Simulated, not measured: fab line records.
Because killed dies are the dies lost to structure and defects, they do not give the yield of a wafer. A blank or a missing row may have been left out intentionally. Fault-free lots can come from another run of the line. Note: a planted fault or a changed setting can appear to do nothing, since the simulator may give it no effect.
fab line records + flow n5-finfet
record
- lots=12
- wafers=34
- last-day=17
route steps=1938 shown BEOL_M8@1386
lots with no fault: from the same line, run without faults
start-h: hours from the record's first day to the start of the lot's first wafer shown + wait-h: hours elapsed since this lot's preceding step + " same as the row above + L1.1+2: a single row standing in for several wafers + - value missing, or start not given + * or withheld: withheld + < > ~ a bound
route shown NAME@n: a module of which the file shows steps, and the number in the route of the first + usual: the fault-free wafers' mean and standard deviation + same: alike in all rows + chamber/n: place in a boat + sites: the reading at each site + _std_site: the standard deviation of these + _edge_site: inner sites' mean taken away from outer sites' mean + radius-mm: how far each site lies from the wafer's centre + mask NAME#n: copy n + behind: tool/chamber where the wafer was last shaped + hold: what put the lot on hold/how long, in hours/how the hold closed + device: names the non-switching transistor (n, p or np) + end of line: the tests these same wafers got at the end of their route + where a step has no rows: the recipe by itself + killed: the dies lost at the first sort to structure and to defects; this is not the yield of the wafer + map: a wafer's dies, marking killed ones x, the rest . and places with no die _
set.NAME: setting as actually run; set.NAME@STEP: the setting as run at that earlier step + model.NAME: the simulator's own value behind a step, which no gauge read
one table for each step of the route and one row for each wafer, over a sample of lots
services: the hour from which a tool's chamber was out of use, counted from the record's first day as start-h (under 0 if before that day), plus the number of hours and why
## steps
# step N5_BEOL_M8_CURE_75
# recipe
- temp-c=370
- time-s=120
- ambient=DMADMS/He
- material=SiCOH_lowk
# usual
- lamp-power-pct=52.31/0.052
- wafer_temp_C_max=371.6/0.49
| lot.wafer | tool       | chamber | start-h | wait-h | lamp-power-pct | wafer_temp_C_max |
|-----------|------------|---------|---------|--------|----------------|------------------|
| L663.1    | uv-cure-01 | 1       | 210.51  | 0.0    | 52.30          | 371.5            |
| L663.2    | "          | 1       | "       | "      | 52.32          | 371.6            |
| L663.5    | "          | 1       | "       | "      | 52.32          | 371.5            |
| L662.2    | uv-cure-03 | 0       | 210.93  | 0.1    | 52.36          | 371.8            |
| L662.4    | "          | 0       | "       | "      | 52.32          | 371.6            |
| L662.5    | "          | 0       | "       | "      | 52.32          | 371.9            |
| L665.2    | uv-cure-02 | 1       | 231.80  | 0.1    | 52.19          | 371.2            |
| L665.3    | "          | 1       | "       | "      | 52.26          | 372.0            |
| L665.4    | "          | 1       | "       | "      | 52.30          | 371.6            |
| L669.3    | uv-cure-03 | 1       | 252.04  | 0.1    | 52.37          | 372.1            |
| L669.4    | "          | 1       | "       | "      | 52.27          | 371.9            |
| L669.6    | "          | 1       | "       | "      | 52.34          | 371.8            |
| L671.2    | uv-cure-01 | 2       | 254.91  | 0.1    | 52.34          | 371.4            |
| L671.5    | "          | 2       | "       | "      | 52.29          | 371.7            |
| L671.6    | "          | 2       | "       | "      | 52.26          | 371.9            |
| L674.1    | uv-cure-01 | 1       | 282.29  | 0.3    | 52.33          | 371.4            |
| L674.2    | "          | 1       | "       | "      | 52.24          | 371.1            |
| L674.6    | "          | 1       | "       | "      | 52.42          | 371.2            |
| L677.1    | uv-cure-03 | 1       | 300.28  | 0.2    | 52.24          | 371.4            |
| L677.4    | "          | 1       | "       | "      | 52.26          | 371.6            |
| L677.6    | "          | 1       | "       | "      | 52.37          | 372.4            |
| L679.2    | uv-cure-02 | 1       | 313.03  | 0.1    | 52.38          | 371.7            |
| L679.4    | "          | 1       | "       | "      | 52.31          | 372.8            |
| L679.6    | "          | 1       | "       | "      | 52.28          | 371.3            |
| L680.2    | uv-cure-03 | 2       | 322.05  | 0.1    | 52.32          | 371.8            |
| L680.6    | "          | 2       | "       | "      | 52.27          | 371.4            |
| L681.2    | uv-cure-03 | 0       | 331.44  | 0.2    | 52.27          | 371.8            |
| L681.3    | "          | 0       | "       | "      | 52.30          | 372.3            |
| L682.1    | uv-cure-01 | 0       | 331.66  | 0.3    | 52.31          | 372.2            |
| L682.5    | "          | 0       | "       | "      | 52.31          | 371.5            |
| L682.6    | "          | 0       | "       | "      | 52.40          | 372.2            |
| L685.3    | uv-cure-01 | 2       | 346.32  | 0.1    | 52.25          | 371.3            |
| L685.5    | "          | 2       | "       | "      | 52.31          | 371.0            |
| L685.6    | "          | 2       | "       | "      | 52.30          | 371.5            |
# step N5_BEOL_M8_ALD_77
# recipe
- material=TaN
- target-thk-a=20
- temp-c=275
- ald-precursor-family=PDMAT
- ald-co-reactant=NH3
- pressure-torr=3
- carrier-flow-sccm=1500
- pulse-time-s=2
- purge-time-s=3
- co-reactant-purge-time-s=2
- co-reactant-pulse-time-s=3
- ald-cycles=40
- precursor-vessel-temp-c=75
- precursor-vessel-pressure-torr=26.25
- precursor-vessel-carrier-sccm=1000
# usual
- heater-power-w=429/64
- susceptor-temp-C=274.99/0.18
# same
- co-reactant-pulse-time-s=3
| lot.wafer | tool         | chamber | start-h | wait-h | heater-power-w | susceptor-temp-C |
|-----------|--------------|---------|---------|--------|----------------|------------------|
| L663.1    | ald-metal-02 | 3       | 211.00  | 0.0    | 491            | 274.98           |
| L663.2    | "            | 2       | "       | "      | 370            | 275.12           |
| L663.5    | "            | 1       | "       | "      | 451            | 274.89           |
| L662.2    | ald-metal-02 | 0       | 212.81  | 0.0    | 464            | 275.20           |
| L662.4    | "            | 2       | "       | "      | 378            | 275.04           |
| L662.5    | "            | 1       | "       | "      | 448            | 274.98           |
| L665.2    | ald-metal-03 | 3       | 232.47  | 0.0    | 394            | 275.18           |
| L665.3    | "            | 2       | "       | "      | 379            | 274.91           |
| L665.4    | "            | 1       | "       | "      | 399            | 274.95           |
| L669.3    | ald-metal-02 | 0       | 252.65  | 0.1    | 411            | 258.58           |
| L669.4    | "            | 2       | "       | "      | 321            | 258.68           |
| L669.6    | "            | 1       | "       | "      | 396            | 258.46           |
| L671.2    | ald-metal-02 | 3       | 255.59  | 0.1    | 432            | 258.33           |
| L671.5    | "            | 0       | "       | "      | 423            | 258.78           |
| L671.6    | "            | 1       | "       | "      | 396            | 258.68           |
| L674.1    | ald-metal-03 | 0       | 283.06  | 0.0    | 511            | 275.11           |
| L674.2    | "            | 3       | "       | "      | 406            | 275.07           |
| L674.6    | "            | 3       | "       | "      | 400            | 274.79           |
| L677.1    | ald-metal-01 | 2       | 300.88  | 0.2    | 394            | 274.82           |
| L677.4    | "            | 1       | "       | "      | 538            | 274.82           |
| L677.6    | "            | 3       | "       | "      | 329            | 274.98           |
| L679.2    | ald-metal-01 | 1       | 313.43  | 0.0    | 549            | 274.86           |
| L679.4    | "            | 2       | "       | "      | 394            | 274.92           |
| L679.6    | "            | 0       | "       | "      | 351            | 274.89           |
| L680.2    | ald-metal-03 | 1       | 322.72  | 0.1    | 399            | 274.92           |
| L680.6    | "            | 3       | "       | "      | 398            | 275.09           |
| L681.2    | ald-metal-01 | 1       | 331.96  | 0.1    | 550            | 275.20           |
| L681.3    | "            | 3       | "       | "      | 331            | 274.70           |
| L682.1    | ald-metal-03 | 0       | 332.12  | 0.1    | 504            | 274.90           |
| L682.5    | "            | 0       | "       | "      | 499            | 275.04           |
| L682.6    | "            | 1       | "       | "      | 402            | 275.19           |
| L685.3    | ald-metal-02 | 2       | 346.70  | 0.1    | 369            | 274.78           |
| L685.5    | "            | 0       | "       | "      | 495            | 274.81           |
| L685.6    | "            | 3       | "       | "      | 498            | 275.07           |
# step N5_BEOL_M8_ANNEAL_51
# recipe
- temp-c=225
- time-s=90
- ambient=N2
# usual
- wafer_temp_C_max=226.3/0.33
| lot.wafer | tool          | chamber | start-h | wait-h | wafer_temp_C_max |
|-----------|---------------|---------|---------|--------|------------------|
| L663.1    | rtp-anneal-02 | 0       | 213.62  | 0.5    | 225.8            |
| L663.2    | "             | 0       | "       | "      | 226.3            |
| L663.5    | "             | 0       | "       | "      | 226.1            |
| L662.2    | rtp-anneal-02 | 0       | 214.12  | 0.6    | 226.3            |
| L662.4    | "             | 0       | "       | "      | 226.2            |
| L662.5    | "             | 0       | "       | "      | 226.8            |
| L665.2    | rtp-anneal-02 | 0       | 233.66  | 0.4    | 226.4            |
| L665.3    | "             | 0       | "       | "      | 226.2            |
| L665.4    | "             | 0       | "       | "      | 226.1            |
| L669.3    | rtp-anneal-01 | 0       | 254.66  | 0.2    | 225.9            |
| L669.4    | "             | 0       | "       | "      | 226.2            |
| L669.6    | "             | 0       | "       | "      | 226.2            |
| L671.2    | rtp-anneal-01 | 0       | 256.51  | 0.1    | 225.7            |
| L671.5    | "             | 0       | "       | "      | 225.6            |
| L671.6    | "             | 0       | "       | "      | 226.0            |
| L674.1    | rtp-anneal-01 | 0       | 284.14  | 0.3    | 225.8            |
| L674.2    | "             | 0       | "       | "      | 226.4            |
| L674.6    | "             | 0       | "       | "      | 226.2            |
| L677.1    | rtp-anneal-02 | 0       | 302.43  | 0.2    | 226.6            |
| L677.4    | "             | 0       | "       | "      | 226.4            |
| L677.6    | "             | 0       | "       | "      | 226.6            |
| L679.2    | rtp-anneal-01 | 0       | 314.98  | 0.3    | 226.4            |
| L679.4    | "             | 0       | "       | "      | 226.1            |
| L679.6    | "             | 0       | "       | "      | 226.2            |
| L680.2    | rtp-anneal-02 | 0       | 323.77  | 0.3    | 225.9            |
| L680.6    | "             | 0       | "       | "      | 226.2            |
| L681.2    | rtp-anneal-01 | 0       | 332.90  | 0.2    | 225.5            |
| L681.3    | "             | 0       | "       | "      | 226.1            |
| L682.1    | rtp-anneal-02 | 0       | 333.86  | 0.1    | 226.5            |
| L682.5    | "             | 0       | "       | "      | 226.1            |
| L682.6    | "             | 0       | "       | "      | 226.1            |
| L685.3    | rtp-anneal-01 | 0       | 348.50  | 0.5    | 226.4            |
| L685.5    | "             | 0       | "       | "      | 226.1            |
| L685.6    | "             | 0       | "       | "      | 226.4            |
# step N5_BEOL_M8_DEP_56
# recipe
- material=SiCN
- target-thk-a=100
- temp-c=withheld
- precursor=3MS/NH3
- pressure-torr=3
- rf-w=202
- time-s=17.5
# usual
- showerhead-plenum-p-Torr=3.664/0.011
- throttle-valve-pct=9.0/0.43
| lot.wafer | tool     | chamber | start-h | wait-h | showerhead-plenum-p-Torr | throttle-valve-pct |
|-----------|----------|---------|---------|--------|--------------------------|--------------------|
| L663.1    | pecvd-01 | 1       | 214.30  | 0.0    | 3.667                    | 9.0                |
| L663.2    | "        | 0       | "       | "      | 3.672                    | 8.7                |
| L663.5    | "        | 1       | "       | "      | 3.686                    | 9.2                |
| L662.2    | pecvd-01 | 1       | 214.74  | 0.0    | 3.671                    | 8.9                |
| L662.4    | "        | 0       | "       | "      | 3.672                    | 8.6                |
| L662.5    | "        | 2       | "       | "      | 3.665                    | 8.8                |
| L665.2    | pecvd-04 | 0       | 234.27  | 0.0    | 3.657                    | 9.6                |
| L665.3    | "        | 1       | "       | "      | 3.679                    | 9.4                |
| L665.4    | "        | 0       | "       | "      | 3.652                    | 9.6                |
| L669.3    | pecvd-01 | 2       | 255.41  | 0.0    | 3.650                    | 8.7                |
| L669.4    | "        | 1       | "       | "      | 3.666                    | 8.9                |
| L669.6    | "        | 2       | "       | "      | 3.663                    | 8.9                |
| L671.2    | pecvd-01 | 2       | 257.14  | 0.0    | 3.652                    | 9.0                |
| L671.5    | "        | 2       | "       | "      | 3.656                    | 8.7                |
| L671.6    | "        | 1       | "       | "      | 3.685                    | 9.0                |
| L674.1    | pecvd-04 | 0       | 284.81  | 0.0    | 3.655                    | 9.7                |
| L674.2    | "        | 2       | "       | "      | 3.652                    | 8.8                |
| L674.6    | "        | 0       | "       | "      | 3.656                    | 9.8                |
| L677.1    | pecvd-04 | 1       | 303.10  | 0.0    | 3.683                    | 9.7                |
| L677.4    | "        | 1       | "       | "      | 3.675                    | 9.2                |
| L677.6    | "        | 2       | "       | "      | 3.656                    | 8.7                |
| L679.2    | pecvd-02 | 0       | 315.59  | 0.0    | 3.667                    | 8.7                |
| L679.4    | "        | 0       | "       | "      | 3.662                    | 8.5                |
| L679.6    | "        | 2       | "       | "      | 3.639                    | 9.0                |
| L680.2    | pecvd-02 | 2       | 324.38  | 0.0    | 3.649                    | 8.7                |
| L680.6    | "        | 1       | "       | "      | 3.676                    | 9.5                |
| L681.2    | pecvd-01 | 1       | 333.51  | 0.0    | 3.684                    | 9.0                |
| L681.3    | "        | 2       | "       | "      | 3.655                    | 8.9                |
| L682.1    | pecvd-02 | 1       | 334.52  | 0.0    | 3.670                    | 9.3                |
| L682.5    | "        | 1       | "       | "      | 3.673                    | 9.6                |
| L682.6    | "        | 0       | "       | "      | 3.663                    | 8.8                |
| L685.3    | pecvd-04 | 2       | 349.08  | 0.0    | 3.649                    | 8.7                |
| L685.5    | "        | 2       | "       | "      | 3.657                    | 8.6                |
| L685.6    | "        | 1       | "       | "      | 3.682                    | 9.5                |
## services
| tool         | chamber | start-h | hours | kind                          |
|--------------|---------|---------|-------|-------------------------------|
| uv-cure-03   | -       | 193.66  | 4.5   | pm                            |
| pecvd-02     | -       | 195.94  | 0.3   | repair                        |
| pecvd-02     | 2       | 202.40  | -     | clean                         |
| pecvd-02     | 2       | 202.40  | -     | consumable-replace:showerhead |
| pecvd-02     | 2       | 202.40  | 29.0  | scheduled-down                |
| pecvd-02     | 2       | 202.40  | 29.0  | vent-cycle                    |
| pecvd-01     | -       | 203.80  | 6.0   | pm                            |
| pecvd-04     | -       | 204.84  | 5.5   | pm                            |
| pecvd-02     | 0       | 207.39  | 2.1   | scheduled-down                |
| ald-metal-01 | -       | 249.17  | 8.7   | pm                            |
| ald-metal-01 | 2       | 273.62  | 11.8  | repair                        |
| pecvd-02     | 2       | 276.84  | 2.1   | scheduled-down                |
| uv-cure-02   | -       | 277.50  | 7.5   | pm                            |
| ald-metal-01 | -       | 279.51  | 0.6   | repair                        |
| pecvd-02     | 2       | 283.41  | 20.6  | repair                        |
| uv-cure-02   | -       | 288.45  | 18.8  | repair                        |
| pecvd-01     | 0       | 292.02  | 5.5   | scheduled-down                |
| uv-cure-03   | -       | 302.46  | 0.9   | repair                        |
| pecvd-01     | 2       | 308.92  | 2.1   | scheduled-down                |
| pecvd-01     | -       | 316.89  | 0.2   | repair                        |
| ald-metal-02 | 3       | 317.54  | 8.4   | repair                        |
| pecvd-04     | 0       | 327.02  | 6.8   | repair                        |
| ald-metal-01 | -       | 337.25  | 14.0  | pm                            |
| uv-cure-03   | -       | 345.91  | 1.0   | pm                            |
## key
first-sign
- step=N5_BEOL_M8_ALD_77
- reading=susceptor-temp-C
- direction=down
- sigmas=92
- usual=*
- struck=*
effect none on later readings
met-at N5_BEOL_M8_ALD_77
struck-lots L669,L671
not-acting-at N5_BEOL_M8_CURE_75,N5_BEOL_M8_ANNEAL_51,N5_BEOL_M8_DEP_56
onset-between 212.81 252.65
fault
- kind=process-parameter-drift
- tool=ald-metal-02
- chamber=-
- onset-h=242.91
- steps=N5_BEOL_M8_ALD_77
- channel=temp-c
- offset=*
- shape=step
- end-h=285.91
- acts-in=*
- stated=*
